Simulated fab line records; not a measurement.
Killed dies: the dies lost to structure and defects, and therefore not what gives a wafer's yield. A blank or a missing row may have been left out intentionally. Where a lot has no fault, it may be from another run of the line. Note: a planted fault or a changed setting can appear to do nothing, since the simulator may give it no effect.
Which tool did it? :: flow nandHarc :: 13 lots, 39 wafers sampled, at 5 steps of a route of 1159

## WHAT THE GAUGES SHOWED, per wafer
NHARC_END_SORT_01. Usual: defectLimitedYield 95.0 %, standard deviation 1.7; killedAtArray 29, standard deviation 12; killedAtOther 0.7, standard deviation 1; killedAtPeriphery 4, standard deviation 3.2; killedDies 34, standard deviation 12; killedOpen 3.4, standard deviation 2; killedShort 1.8, standard deviation 1.3; sort_bin_2_pct 1.6 %, standard deviation 0.7; sort_bin_3_pct 0.26 %, standard deviation 0.23; sort_bin_4_pct 3.1 %, standard deviation 1.1; sortNPass 643, standard deviation 12; sortRimYieldPct 96.4 %, standard deviation 2.6; sortYieldPct 95.0 %, standard deviation 1.7.
lot: L323
measured: day 23 16:32
on: prober-02
defectLimitedYield (%): 83.8 93.5 93.5
killedAtArray: 25 41 38
killedAtOther: 1 0 0
killedAtPeriphery: 84 3 6
killedDies: 110 44 44
killedOpen: 3 7 4
killedShort: 0 2 3
sort_bin_2_pct (%): 7.1 1.8 3.0
sort_bin_3_pct (%): 5.32 0.15 0
sort_bin_4_pct (%): 3.8 4.6 3.5
sortNPass: 567 633 633
sortRimYieldPct (%): 78.3 97.2 88.7
sortYieldPct (%): 83.8 93.5 93.5
flag: OFF

## TOOL THAT RAN EACH LOT (tool first, then ch and the chambers of the sampled wafers, then the start)
lot: L309
NHARC_P_M1_PVD_21: pvdSputter-03, day 6 12:13
NHARC_THIN_TSV_PRE_CLEAN_50: pvdSputter-02, day 19 15:07 or earlier
NHARC_THIN_TSV_PVD_19: pvdSputter-02, day 19 15:07 or earlier
NHARC_THIN_TSV_ANNEAL_52: rtpAnneal-02 ch 0, day 19 15:07

lot: L308
NHARC_P_M1_PVD_21: pvdSputter-01, day 6 12:53
NHARC_THIN_TSV_PRE_CLEAN_50: pvdSputter-01, day 19 13:57 or earlier
NHARC_THIN_TSV_PVD_19: pvdSputter-01, day 19 13:57 or earlier
NHARC_THIN_TSV_ANNEAL_52: rtpAnneal-02 ch 0, day 19 13:57

lot: L310
NHARC_P_M1_PVD_21: pvdSputter-03, day 6 13:32
NHARC_THIN_TSV_PRE_CLEAN_50: pvdSputter-01, day 19 16:29 or earlier
NHARC_THIN_TSV_PVD_19: pvdSputter-01, day 19 16:29 or earlier
NHARC_THIN_TSV_ANNEAL_52: rtpAnneal-02 ch 0, day 19 16:29

lot: L311
NHARC_P_M1_PVD_21: pvdSputter-02, day 6 19:44
NHARC_THIN_TSV_PRE_CLEAN_50: pvdSputter-01, day 19 12:52 or earlier
NHARC_THIN_TSV_PVD_19: pvdSputter-01, day 19 12:52 or earlier
NHARC_THIN_TSV_ANNEAL_52: rtpAnneal-01 ch 0, day 19 12:52

lot: L313
NHARC_P_M1_PVD_21: pvdSputter-02, day 7 13:22
NHARC_THIN_TSV_PRE_CLEAN_50: pvdSputter-02, day 20 22:44 or earlier
NHARC_THIN_TSV_PVD_19: pvdSputter-02, day 20 22:44 or earlier
NHARC_THIN_TSV_ANNEAL_52: rtpAnneal-01 ch 0, day 20 22:44

lot: L314
NHARC_P_M1_PVD_21: pvdSputter-02, day 7 16:14
NHARC_THIN_TSV_PRE_CLEAN_50: pvdSputter-01, day 20 14:59 or earlier
NHARC_THIN_TSV_PVD_19: pvdSputter-01, day 20 14:59 or earlier
NHARC_THIN_TSV_ANNEAL_52: rtpAnneal-01 ch 0, day 20 14:59

lot: L315
NHARC_P_M1_PVD_21: pvdSputter-01, day 7 18:44
NHARC_THIN_TSV_PRE_CLEAN_50: pvdSputter-03, day 20 13:32 or earlier
NHARC_THIN_TSV_PVD_19: pvdSputter-03, day 20 13:32 or earlier
NHARC_THIN_TSV_ANNEAL_52: rtpAnneal-01 ch 0, day 20 13:32

lot: L316
NHARC_P_M1_PVD_21: pvdSputter-01, day 8 01:13
NHARC_THIN_TSV_PRE_CLEAN_50: pvdSputter-01, day 21 05:42 or earlier
NHARC_THIN_TSV_PVD_19: pvdSputter-01, day 21 05:42 or earlier
NHARC_THIN_TSV_ANNEAL_52: rtpAnneal-02 ch 0, day 21 05:42

lot: L317
NHARC_P_M1_PVD_21: pvdSputter-01, day 8 13:43
NHARC_THIN_TSV_PRE_CLEAN_50: pvdSputter-03, day 20 23:42 or earlier
NHARC_THIN_TSV_PVD_19: pvdSputter-03, day 20 23:42 or earlier
NHARC_THIN_TSV_ANNEAL_52: rtpAnneal-01 ch 0, day 20 23:42

lot: L323
NHARC_P_M1_PVD_21: pvdSputter-01, day 10 03:37
NHARC_THIN_TSV_PRE_CLEAN_50: pvdSputter-02, day 23 05:40 or earlier
NHARC_THIN_TSV_PVD_19: pvdSputter-02, day 23 05:40 or earlier
NHARC_THIN_TSV_ANNEAL_52: rtpAnneal-01 ch 0, day 23 05:40

lot: L328
NHARC_P_M1_PVD_21: pvdSputter-02, day 10 17:49
NHARC_THIN_TSV_PRE_CLEAN_50: pvdSputter-02, day 24 03:34 or earlier
NHARC_THIN_TSV_PVD_19: pvdSputter-02, day 24 03:34 or earlier
NHARC_THIN_TSV_ANNEAL_52: rtpAnneal-02 ch 0, day 24 03:34

lot: L331
NHARC_P_M1_PVD_21: pvdSputter-02, day 11 12:44
NHARC_THIN_TSV_PRE_CLEAN_50: pvdSputter-02, day 24 11:53 or earlier
NHARC_THIN_TSV_PVD_19: pvdSputter-02, day 24 11:53 or earlier
NHARC_THIN_TSV_ANNEAL_52: rtpAnneal-02 ch 0, day 24 11:53

lot: L330
NHARC_P_M1_PVD_21: pvdSputter-02, day 11 17:40
NHARC_THIN_TSV_PRE_CLEAN_50: pvdSputter-01, day 24 14:19 or earlier
NHARC_THIN_TSV_PVD_19: pvdSputter-01, day 24 14:19 or earlier
NHARC_THIN_TSV_ANNEAL_52: rtpAnneal-02 ch 0, day 24 14:19
- NHARC_P_M1_PVD_21: deposits Cu, target thk 30 nm, time 20.49 s.
- NHARC_THIN_TSV_PRE_CLEAN_50: time 30 s.
- NHARC_THIN_TSV_PVD_19: deposits TaN, target thk 20 nm.
- NHARC_THIN_TSV_ANNEAL_52: time 90 s.

## AS READ BY THE TOOLS THEMSELVES (means over the sampled wafers that have a number; for cases with no such wafer, the mark the record gives instead)
NHARC_P_M1_PVD_21. Usual: throttleValvePct reads 30.4 % (standard deviation 1.1).
lot: L309
tool: pvdSputter-03
throttleValvePct (%): 29.3
flag: 

lot: L308
tool: pvdSputter-01
throttleValvePct (%): 31.0
flag: 

lot: L310
tool: pvdSputter-03
throttleValvePct (%): 29.0
flag: 

lot: L311
tool: pvdSputter-02
throttleValvePct (%): 30.7
flag: 

lot: L313
tool: pvdSputter-02
throttleValvePct (%): 30.5
flag: 

lot: L314
tool: pvdSputter-02
throttleValvePct (%): 30.7
flag: 

lot: L315
tool: pvdSputter-01
throttleValvePct (%): 30.6
flag: 

lot: L316
tool: pvdSputter-01
throttleValvePct (%): 30.7
flag: 

lot: L317
tool: pvdSputter-01
throttleValvePct (%): 30.7
flag: 

lot: L323
tool: pvdSputter-01
throttleValvePct (%): 30.7
flag: 

lot: L328
tool: pvdSputter-02
throttleValvePct (%): 30.6
flag: 

lot: L331
tool: pvdSputter-02
throttleValvePct (%): 29.9
flag: 

lot: L330
tool: pvdSputter-02
throttleValvePct (%): 30.6
flag: 

NHARC_THIN_TSV_PRE_CLEAN_50. Usual: heaterPowerW reads 427 W (standard deviation 50).
lot: L309
tool: pvdSputter-02
heaterPowerW (W): 432
flag: 

lot: L308
tool: pvdSputter-01
heaterPowerW (W): 452
flag: 

lot: L310
tool: pvdSputter-01
heaterPowerW (W): 444
flag: 

lot: L311
tool: pvdSputter-01
heaterPowerW (W): 442
flag: 

lot: L313
tool: pvdSputter-02
heaterPowerW (W): 385
flag: 

lot: L314
tool: pvdSputter-01
heaterPowerW (W): 460
flag: 

lot: L315
tool: pvdSputter-03
heaterPowerW (W): 416
flag: 

lot: L316
tool: pvdSputter-01
heaterPowerW (W): 458
flag: 

lot: L317
tool: pvdSputter-03
heaterPowerW (W): 382
flag: 

lot: L323
tool: pvdSputter-02
heaterPowerW (W): 383
flag: 

lot: L328
tool: pvdSputter-02
heaterPowerW (W): 430
flag: 

lot: L331
tool: pvdSputter-02
heaterPowerW (W): 382
flag: 

lot: L330
tool: pvdSputter-01
heaterPowerW (W): 469
flag: 

NHARC_THIN_TSV_PVD_19. Usual: throttleValvePct reads 30.5 % (standard deviation 1.1).
lot: L309
tool: pvdSputter-02
throttleValvePct (%): 30.8
flag: 

lot: L308
tool: pvdSputter-01
throttleValvePct (%): 30.4
flag: 

lot: L310
tool: pvdSputter-01
throttleValvePct (%): 30.9
flag: 

lot: L311
tool: pvdSputter-01
throttleValvePct (%): 31.4
flag: 

lot: L313
tool: pvdSputter-02
throttleValvePct (%): 30.4
flag: 

lot: L314
tool: pvdSputter-01
throttleValvePct (%): 31.0
flag: 

lot: L315
tool: pvdSputter-03
throttleValvePct (%): 30.3
flag: 

lot: L316
tool: pvdSputter-01
throttleValvePct (%): 31.0
flag: 

lot: L317
tool: pvdSputter-03
throttleValvePct (%): 28.7
flag: 

lot: L323
tool: pvdSputter-02
throttleValvePct (%): 31.0
flag: 

lot: L328
tool: pvdSputter-02
throttleValvePct (%): 30.6
flag: 

lot: L331
tool: pvdSputter-02
throttleValvePct (%): 30.9
flag: 

lot: L330
tool: pvdSputter-01
throttleValvePct (%): 31.7
flag: 

NHARC_THIN_TSV_ANNEAL_52. Usual: wafer_temp_C_max reads 225.78 (standard deviation 0.21).
lot: L309
tool: rtpAnneal-02
wafer_temp_C_max: 225.75
flag: 

lot: L308
tool: rtpAnneal-02
wafer_temp_C_max: 225.85
flag: 

lot: L310
tool: rtpAnneal-02
wafer_temp_C_max: 225.68
flag: 

lot: L311
tool: rtpAnneal-01
wafer_temp_C_max: 226.01
flag: 

lot: L313
tool: rtpAnneal-01
wafer_temp_C_max: 225.89
flag: 

lot: L314
tool: rtpAnneal-01
wafer_temp_C_max: 225.59
flag: 

lot: L315
tool: rtpAnneal-01
wafer_temp_C_max: 225.92
flag: 

lot: L316
tool: rtpAnneal-02
wafer_temp_C_max: 225.70
flag: 

lot: L317
tool: rtpAnneal-01
wafer_temp_C_max: 225.95
flag: 

lot: L323
tool: rtpAnneal-01
wafer_temp_C_max: 225.73
flag: 

lot: L328
tool: rtpAnneal-02
wafer_temp_C_max: 225.68
flag: 

lot: L331
tool: rtpAnneal-02
wafer_temp_C_max: 225.77
flag: 

lot: L330
tool: rtpAnneal-02
wafer_temp_C_max: 226.04
flag: 

## THE ANSWER, worked out from the rows above alone
Rule: a lot is off if the mean of its wafers that have a number lies more than 3 standard deviations from the usual mean. A lot without any number at a reading at which 4 lots or more have one is off too. All remaining lots with rows at the step are treated as sound. The gauges are gone through in route order, then the tools' own readings, and for those a lot's mean is taken as printed above. The first step at which some lot is off is used, and at that step the reading that is off furthest; a lot without a number counts as furthest.
Off: L323 (NHARC_END_SORT_01, killedAtPeriphery). Neither off nor sound, because the step has no rows for them: L309, L308, L310, L311, L313, L314, L315, L316, L317, L328, L331, L330.
If a tool, at a process step before that reading, ran all the lots that are off and no sound lot after the first of them, it fits. Gauges at NHARC_END_SORT_01: tried the same way as those tools. NHARC_THIN_TSV_PRE_CLEAN_50: start missing for some lots; hours and lot order therefore follow NHARC_THIN_TSV_ANNEAL_52. NHARC_THIN_TSV_PVD_19: start missing for some lots; hours and lot order therefore follow NHARC_THIN_TSV_ANNEAL_52. Can't be told from this: 4 tools fit, pvdSputter-01 at NHARC_P_M1_PVD_21, pvdSputter-02 at NHARC_THIN_TSV_PRE_CLEAN_50 and NHARC_THIN_TSV_PVD_19, rtpAnneal-01 at NHARC_THIN_TSV_ANNEAL_52, prober-02 at NHARC_END_SORT_01.

## WHAT THE SIMULATOR HAD PUT IN
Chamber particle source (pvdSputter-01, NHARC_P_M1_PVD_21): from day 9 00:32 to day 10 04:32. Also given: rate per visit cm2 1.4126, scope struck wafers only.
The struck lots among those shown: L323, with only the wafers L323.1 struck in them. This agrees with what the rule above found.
